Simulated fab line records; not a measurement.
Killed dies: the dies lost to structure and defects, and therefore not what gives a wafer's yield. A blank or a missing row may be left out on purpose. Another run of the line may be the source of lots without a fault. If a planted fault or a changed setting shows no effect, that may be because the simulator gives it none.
The tool behind it: which one? -- flow n5 finfet -- 72 wafers from 24 lots sampled at 6 of the route's 1938 steps

== WHAT EACH GAUGE READ, for each wafer ==
No reading from a measuring or inspecting step in the record can be judged against a usual standard deviation.

== WHICH TOOL RAN EACH LOT (tool, then ch and the chambers of the sampled wafers, then the start) ==
lot,N5_BEOL_M4_ANNEAL_51,N5_BEOL_M4_CMP_52,N5_BEOL_M5_PRE_CLEAN_45,N5_BEOL_M5_ANNEAL_49,N5_BEOL_M5_SPUTTER_90,N5_BEOL_M5_ANNEAL_51
L076,"rtp anneal-01 ch 0, day 9 09:31","cmp-03 ch 0,2,3, day 9 09:49","pvd sputter-03, day 9 15:15","pvd sputter-03, day 9 15:58","pvd sputter-03, day 9 20:14","rtp anneal-01 ch 0, day 9 20:29"
L074,"rtp anneal-01 ch 0, day 9 11:43","cmp-03 ch 0,2, day 9 12:19","pvd sputter-03, day 9 21:50","pvd sputter-03, day 9 22:38","pvd sputter-03, day 10 02:54","rtp anneal-02 ch 0, day 10 03:07"
L075,"rtp anneal-01 ch 0, day 9 14:31","cmp-02 ch 1,2, day 9 15:05","pvd sputter-02, day 10 00:17","pvd sputter-01, day 10 00:57","pvd sputter-01, day 10 05:13","rtp anneal-02 ch 0, day 10 05:25"
L077,"rtp anneal-02 ch 0, day 9 14:51","cmp-03 ch 0,1,3, day 9 15:08","pvd sputter-02, day 10 00:34","pvd sputter-03, day 10 03:04","pvd sputter-03, day 10 07:20","rtp anneal-01 ch 0, day 10 07:35"
L078,"rtp anneal-01 ch 0, day 10 15:18","cmp-03 ch 0,2, day 10 15:38","pvd sputter-03, day 10 23:57","pvd sputter-01, day 11 00:44","pvd sputter-01, day 11 05:00","rtp anneal-01 ch 0, day 11 05:12"
L080,"rtp anneal-01 ch 0, day 10 18:10","cmp-04 ch 0,2,3, day 10 18:28","pvd sputter-03, day 11 00:46","pvd sputter-03, day 11 01:25","pvd sputter-03, day 11 05:48","rtp anneal-02 ch 0, day 11 06:00"
L081,"rtp anneal-01 ch 0, day 10 18:47","cmp-02 ch 0,1, day 10 19:05","pvd sputter-02, day 11 02:55","pvd sputter-02, day 11 03:42","pvd sputter-02, day 11 07:58","rtp anneal-02 ch 0, day 11 08:12"
L079,"rtp anneal-01 ch 0, day 10 19:52","cmp-03 ch 1,3, day 10 20:09","pvd sputter-02, day 11 03:11","pvd sputter-01, day 11 05:10","pvd sputter-01, day 11 09:25","rtp anneal-02 ch 0, day 11 10:03"
L082,"rtp anneal-02 ch 0, day 10 23:47","cmp-04 ch 0,1,3, day 11 00:05","pvd sputter-01, day 11 09:32","pvd sputter-01, day 11 11:19","pvd sputter-01, day 11 15:35","rtp anneal-01 ch 0, day 11 15:47"
L083,"rtp anneal-01 ch 0, day 11 20:10","cmp-02 ch 0,1,2, day 11 20:29","pvd sputter-02, day 12 03:29","pvd sputter-03, day 12 04:16","pvd sputter-03, day 12 08:32","rtp anneal-01 ch 0, day 12 08:55"
L084,"rtp anneal-01 ch 0, day 11 23:35","cmp-03 ch 1,2,3, day 11 23:53","pvd sputter-02, day 12 06:55","pvd sputter-02, day 12 07:38","pvd sputter-02, day 12 11:55","rtp anneal-02 ch 0, day 12 12:12"
L087,"rtp anneal-02 ch 0, day 12 05:58","cmp-03 ch 0,1, day 12 06:16","pvd sputter-03, day 12 12:47","pvd sputter-01, day 12 14:23","pvd sputter-01, day 12 18:38","rtp anneal-01 ch 0, day 12 18:51"
L086,"rtp anneal-02 ch 0, day 12 06:14","cmp-03 ch 0,3, day 12 06:34","pvd sputter-02, day 12 14:13","pvd sputter-03, day 12 15:12","pvd sputter-03, day 12 19:28","rtp anneal-01 ch 0, day 12 19:40"
L085,"rtp anneal-01 ch 0, day 12 07:58","cmp-03 ch 0,3, day 12 08:13","pvd sputter-02, day 12 16:59","pvd sputter-02, day 12 17:56","pvd sputter-02, day 12 22:12","rtp anneal-02 ch 0, day 12 22:29"
L089,"rtp anneal-02 ch 0, day 13 10:35","cmp-03 ch 1,2,3, day 13 10:54","pvd sputter-02, day 13 18:44","pvd sputter-02, day 13 20:50","pvd sputter-02, day 14 01:06","rtp anneal-01 ch 0, day 14 01:21"
L088,"rtp anneal-01 ch 0, day 13 13:17","cmp-03 ch 2,3, day 13 13:32","pvd sputter-01, day 14 00:17","pvd sputter-01, day 14 01:01","pvd sputter-01, day 14 05:17","rtp anneal-02 ch 0, day 14 05:34"
L091,"rtp anneal-01 ch 0, day 13 13:45","cmp-02 ch 1,2,3, day 13 14:07","pvd sputter-02, day 14 01:18","pvd sputter-02, day 14 02:13","pvd sputter-02, day 14 06:29","rtp anneal-02 ch 0, day 14 06:41"
L090,"rtp anneal-02 ch 0, day 13 15:02","cmp-02 ch 0,1,3, day 13 15:24","pvd sputter-02, day 14 01:47","pvd sputter-03, day 14 03:32","pvd sputter-03, day 14 07:49","rtp anneal-02 ch 0, day 14 08:01"
L092,"rtp anneal-01 ch 0, day 13 15:44","cmp-04 ch 0,2, day 13 15:59","pvd sputter-01, day 14 05:54","pvd sputter-02, day 14 06:44","pvd sputter-02, day 14 11:00","rtp anneal-02 ch 0, day 14 11:44"
L094,"rtp anneal-02 ch 0, day 14 03:05","cmp-03 ch 2,3, day 14 03:20","pvd sputter-03, day 14 10:32","pvd sputter-03, day 14 11:15","pvd sputter-03, day 14 15:31","rtp anneal-02 ch 0, day 14 16:00"
L093,"rtp anneal-02 ch 0, day 14 09:08","cmp-02 ch 1,2,3, day 14 09:26","pvd sputter-02, day 14 14:59","pvd sputter-02, day 14 15:49","pvd sputter-02, day 14 20:05","rtp anneal-01 ch 0, day 14 20:39"
L095,"rtp anneal-02 ch 0, day 14 20:43","cmp-03 ch 1,2,3, day 14 21:05","pvd sputter-02, day 15 04:58","pvd sputter-01, day 15 05:43","pvd sputter-01, day 15 09:58","rtp anneal-02 ch 0, day 15 10:13"
L096,"rtp anneal-02 ch 0, day 15 01:10","cmp-02 ch 1,2, day 15 01:22","pvd sputter-03, day 15 07:03","pvd sputter-03, day 15 08:02","pvd sputter-03, day 15 12:17","rtp anneal-02 ch 0, day 15 12:35"
L097,"rtp anneal-01 ch 0, day 15 04:07","cmp-04 ch 0,2,3, day 15 04:25","pvd sputter-02, day 15 10:26","pvd sputter-01, day 15 11:32","pvd sputter-01, day 15 15:49","rtp anneal-01 ch 0, day 15 16:01"
- N5_BEOL_M4_ANNEAL_51: time 90 s.
- N5_BEOL_M4_CMP_52: polishes, stops on SiOC, t overpolish 6.8 s, target thk 40 nm.
- N5_BEOL_M5_PRE_CLEAN_45: time 30 s.
- N5_BEOL_M5_ANNEAL_49: time 1800 s.
- N5_BEOL_M5_SPUTTER_90: material Cu, target thk 4.5 nm, time 8.29 s.
- N5_BEOL_M5_ANNEAL_51: time 90 s.

== WHAT THE TOOLS THEMSELVES READ (means of the sampled wafers that have a number; where no wafer has one, the mark that the record gives instead) ==
N5_BEOL_M4_ANNEAL_51.
lot,tool,wafer_temp_C_max
L076,rtp anneal-01,225.71
L074,rtp anneal-01,225.75
L075,rtp anneal-01,225.74
L077,rtp anneal-02,225.88
L078,rtp anneal-01,226.34
L080,rtp anneal-01,226.13
L081,rtp anneal-01,225.93
L079,rtp anneal-01,225.94
L082,rtp anneal-02,226.39
L083,rtp anneal-01,225.99
L084,rtp anneal-01,225.77
L087,rtp anneal-02,226.10
L086,rtp anneal-02,225.77
L085,rtp anneal-01,226.15
L089,rtp anneal-02,226.58
L088,rtp anneal-01,225.90
L091,rtp anneal-01,226.07
L090,rtp anneal-02,226.18
L092,rtp anneal-01,225.94
L094,rtp anneal-02,226.14
L093,rtp anneal-02,226.07
L095,rtp anneal-02,226.32
L096,rtp anneal-02,226.19
L097,rtp anneal-01,225.87

N5_BEOL_M4_CMP_52.
lot,tool,barrier field endpoint s (s),clearing platen down force psi (psi),motor current A (A),overpolish run s (s),time to endpoint s (s)
L076,cmp-03,25.1,1.5006,5.6,6.805,63.7
L074,cmp-03,24.6,1.5015,5.6,6.796,62.8
L075,cmp-02,24.7,1.5020,5.6,6.798,63.1
L077,cmp-03,25.2,1.5010,5.5,6.803,64.5
L078,cmp-03,25.1,1.5014,5.6,6.799,64.1
L080,cmp-04,25.0,1.4995,6.6,6.803,60.4
L081,cmp-02,24.4,1.5011,6.0,6.798,63.5
L079,cmp-03,24.9,1.5013,5.6,6.808,64.6
L082,cmp-04,24.6,1.5013,6.3,6.805,59.9
L083,cmp-02,25.0,1.5024,5.5,6.798,62.0
L084,cmp-03,24.5,1.5008,5.6,6.791,59.3
L087,cmp-03,24.5,1.4966,5.6,6.805,59.6
L086,cmp-03,24.5,1.4985,5.7,6.800,58.7
L085,cmp-03,24.3,1.4981,5.7,6.793,60.9
L089,cmp-03,24.3,1.4997,5.6,6.802,60.7
L088,cmp-03,24.0,1.5010,5.5,6.809,62.0
L091,cmp-02,25.3,1.5020,5.8,6.801,65.8
L090,cmp-02,25.3,1.5003,5.6,6.797,62.9
L092,cmp-04,24.0,1.5002,6.7,6.796,58.8
L094,cmp-03,25.2,1.5010,5.4,6.799,67.8
L093,cmp-02,25.3,1.5008,5.8,6.806,63.4
L095,cmp-03,25.2,1.5001,5.6,6.798,63.3
L096,cmp-02,25.4,1.4962,6.0,6.803,65.8
L097,cmp-04,24.7,1.5020,6.3,6.801,62.3

N5_BEOL_M5_PRE_CLEAN_45.
lot,tool,heater power w (W)
L076,pvd sputter-03,355
L074,pvd sputter-03,353
L075,pvd sputter-02,349
L077,pvd sputter-02,352
L078,pvd sputter-03,334
L080,pvd sputter-03,337
L081,pvd sputter-02,325
L079,pvd sputter-02,341
L082,pvd sputter-01,338
L083,pvd sputter-02,324
L084,pvd sputter-02,322
L087,pvd sputter-03,334
L086,pvd sputter-02,333
L085,pvd sputter-02,331
L089,pvd sputter-02,322
L088,pvd sputter-01,329
L091,pvd sputter-02,346
L090,pvd sputter-02,349
L092,pvd sputter-01,326
L094,pvd sputter-03,349
L093,pvd sputter-02,332
L095,pvd sputter-02,324
L096,pvd sputter-03,349
L097,pvd sputter-02,347

N5_BEOL_M5_ANNEAL_49.
lot,tool,heater power w (W)
L076,pvd sputter-03,837
L074,pvd sputter-03,842
L075,pvd sputter-01,842
L077,pvd sputter-03,844
L078,pvd sputter-01,822
L080,pvd sputter-03,888
L081,pvd sputter-02,837
L079,pvd sputter-01,804
L082,pvd sputter-01,833
L083,pvd sputter-03,839
L084,pvd sputter-02,831
L087,pvd sputter-01,809
L086,pvd sputter-03,841
L085,pvd sputter-02,821
L089,pvd sputter-02,790
L088,pvd sputter-01,801
L091,pvd sputter-02,812
L090,pvd sputter-03,892
L092,pvd sputter-02,875
L094,pvd sputter-03,833
L093,pvd sputter-02,834
L095,pvd sputter-01,834
L096,pvd sputter-03,837
L097,pvd sputter-01,822

N5_BEOL_M5_SPUTTER_90.
lot,tool,chamber pressure pa (Pa),chuck sensor temp C (C),throttle valve pct (%)
L076,pvd sputter-03,0.07,-16.1,29.8
L074,pvd sputter-03,0.07,-16.0,29.9
L075,pvd sputter-01,0.07,-16.4,31.6
L077,pvd sputter-03,0.07,-16.0,29.9
L078,pvd sputter-01,0.07,-16.0,31.4
L080,pvd sputter-03,0.07,-15.9,29.6
L081,pvd sputter-02,0.07,-15.6,29.5
L079,pvd sputter-01,0.07,-15.9,30.7
L082,pvd sputter-01,0.07,-16.0,31.3
L083,pvd sputter-03,0.07,-16.0,29.3
L084,pvd sputter-02,0.07,-15.1,28.5
L087,pvd sputter-01,0.07,-16.0,30.9
L086,pvd sputter-03,0.07,-15.9,29.3
L085,pvd sputter-02,0.07,-15.3,28.8
L089,pvd sputter-02,0.07,-15.4,29.0
L088,pvd sputter-01,0.07,-15.7,31.2
L091,pvd sputter-02,0.07,-15.4,29.0
L090,pvd sputter-03,0.07,-16.0,29.3
L092,pvd sputter-02,0.07,-15.9,30.1
L094,pvd sputter-03,0.07,-15.9,30.0
L093,pvd sputter-02,0.07,-15.1,28.5
L095,pvd sputter-01,0.07,-16.3,31.2
L096,pvd sputter-03,0.07,-15.8,30.3
L097,pvd sputter-01,0.07,-15.9,31.2

N5_BEOL_M5_ANNEAL_51.
lot,tool,wafer_temp_C_max
L076,rtp anneal-01,225.93
L074,rtp anneal-02,226.12
L075,rtp anneal-02,226.08
L077,rtp anneal-01,225.52
L078,rtp anneal-01,226.10
L080,rtp anneal-02,226.26
L081,rtp anneal-02,226.34
L079,rtp anneal-02,226.04
L082,rtp anneal-01,225.85
L083,rtp anneal-01,226.00
L084,rtp anneal-02,226.11
L087,rtp anneal-01,226.11
L086,rtp anneal-01,226.01
L085,rtp anneal-02,226.00
L089,rtp anneal-01,225.94
L088,rtp anneal-02,226.15
L091,rtp anneal-02,226.23
L090,rtp anneal-02,225.95
L092,rtp anneal-02,226.14
L094,rtp anneal-02,226.26
L093,rtp anneal-01,225.82
L095,rtp anneal-02,226.35
L096,rtp anneal-02,226.09
L097,rtp anneal-01,225.92

== THE ANSWER, worked out from the rows above alone ==
Rule: the usual values come from the lots themselves. Put in order of their means at a reading, lots are off if they are a third of the lots or fewer, leave a main group of 4 or more, and stand apart from it by a gap of 3 or more times the standard deviation of the main group's means; of several such gaps the widest counts. If all means in a main group match to the digits the tables above print for the reading, that group is not used. Also off: a lot with no number at a reading for which 4 or more lots have one. All remaining lots with rows at the step are treated as sound. First the gauges in route order, then the tools' own readings, where a lot's mean is used as printed above. The first step at which some lot is off is used, and at that step the reading that is off furthest; a lot without a number counts as furthest.
Nothing can be told from this: no lot is off at any reading shown.

== WHAT THE SIMULATOR HAD PUT IN ==
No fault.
